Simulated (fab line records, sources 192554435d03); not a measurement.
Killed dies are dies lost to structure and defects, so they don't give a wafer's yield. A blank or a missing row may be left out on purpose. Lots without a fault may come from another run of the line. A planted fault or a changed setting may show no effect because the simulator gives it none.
One fault seen from 2 desks | flow n5_finfet | each desk has only its own numbers; what lay behind them comes last

THE TOOL OWNER'S DESK: rie_si-02
The tool's own readings at N5_SD_EPI_N_SD_RECESS_17 (chemistry HBr/Cl2/O2, target depth 41 nm, time 23.7 s, bt time 3 s): means of the sampled wafers that have a number, for each lot that ran on this tool. A lot is out of limits, marked OUT, if its mean lies more than 4 standard deviations from the usual mean; the brackets give that distance.
Columns: A = O2_flow_sccm at N5_SD_EPI_N_SD_RECESS_17, usual 12.00 sccm; B = drypump_motor_current_A at N5_SD_EPI_N_SD_RECESS_17, usual 5.7 A; C = he_backside_leak_sccm at N5_SD_EPI_N_SD_RECESS_17, usual 2.7 sccm; D = oes_product_au at N5_SD_EPI_N_SD_RECESS_17, usual 0.999 a.u.; E = rf_fwd_power_W at N5_SD_EPI_N_SD_RECESS_17, usual 796.0 W; F = throttle_valve_pct at N5_SD_EPI_N_SD_RECESS_17, usual 37.1 %
lot  | first seen here | A     | B   | C   | D     | E     | F
L525 | day 3 20:44     | 11.95 | 5.7 | 2.4 | 0.999 | 795.1 | 36.8
L533 | day 5 20:53     | 12.00 | 5.6 | 2.5 | 1.011 | 797.3 | 36.9
L536 | day 6 13:57     | 12.04 | 5.4 | 2.5 | 0.991 | 793.4 | 36.9
This desk's finding: nothing out of limits on any of the 3 lots.

THE METROLOGY DESK
What the gauges read, lot by lot, whatever tool the lot ran on: means of the sampled wafers that have a number. A lot is out of limits, marked OUT, if its mean lies more than 4 standard deviations from the usual mean; the brackets give that distance. Of its 14 readings 7 are shown: the one that was out of limits first, and those that lie furthest out on some lot.
Columns: A = CJ_N at N5_BEOL_M4_RC_MEAS_101, usual 4.32; B = DIBL_N at N5_BEOL_M4_RC_MEAS_101, usual 35.8 mV/V; C = IOFF_N at N5_BEOL_M4_RC_MEAS_101, usual 0.152 nA/um; D = IOFF_N_85C at N5_BEOL_M4_RC_MEAS_101, usual 3.0 nA/um; E = IOFF_N_LIN at N5_BEOL_M4_RC_MEAS_101, usual 0.071 nA/um; F = IOFF_N_LONG at N5_BEOL_M4_RC_MEAS_101, usual 5.52e-05 nA/um; G = SS_N at N5_BEOL_M4_RC_MEAS_101, usual 71.5 mV/dec
lot  | first seen here | A               | B               | C               | D              | E     | F        | G
L525 | day 8 10:32     | 4.37            | 36.6            | 0.133           | 2.7            | 0.063 | 4.93e-05 | 71.3
L534 | day 10 21:04    | 4.25            | 35.5            | 0.153           | 3.1            | 0.074 | 5.47e-05 | 71.4
L533 | day 10 23:55    | 4.61 (+4.1) OUT | 45.7 (+6.6) OUT | 2.088 (+77) OUT | 23.5 (+49) OUT | 0.102 | 5.96e-05 | 88.4 (+32) OUT
L536 | day 11 06:19    | 4.74 (+6.0) OUT | 49.6 (+9.2) OUT | 2.585 (+97) OUT | 29.6 (+63) OUT | 0.105 | 6.10e-05 | 98.9 (+53) OUT
This desk's finding: out of limits on L533, L536; first on L533, day 10 23:55 (CJ_N at N5_BEOL_M4_RC_MEAS_101). In limits: L525, L534.

PUT TOGETHER
The metrology desk could have raised an alarm at day 10 23:55, on L533, L536.
The tool owner's desk saw nothing out of limits.
The tool owner's desk has L533, L536 on record, within its limits.
Of the lots named, all ran N5_SD_EPI_N_SD_RECESS_17 on rie_si-02.

WHAT THE SIMULATOR HAD PUT IN
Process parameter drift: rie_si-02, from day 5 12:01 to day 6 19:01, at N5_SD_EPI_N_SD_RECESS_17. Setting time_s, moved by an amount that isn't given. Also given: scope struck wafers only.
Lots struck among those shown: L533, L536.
Hours from the fault's start to each desk's first reading out of limits: the metrology desk, 132.
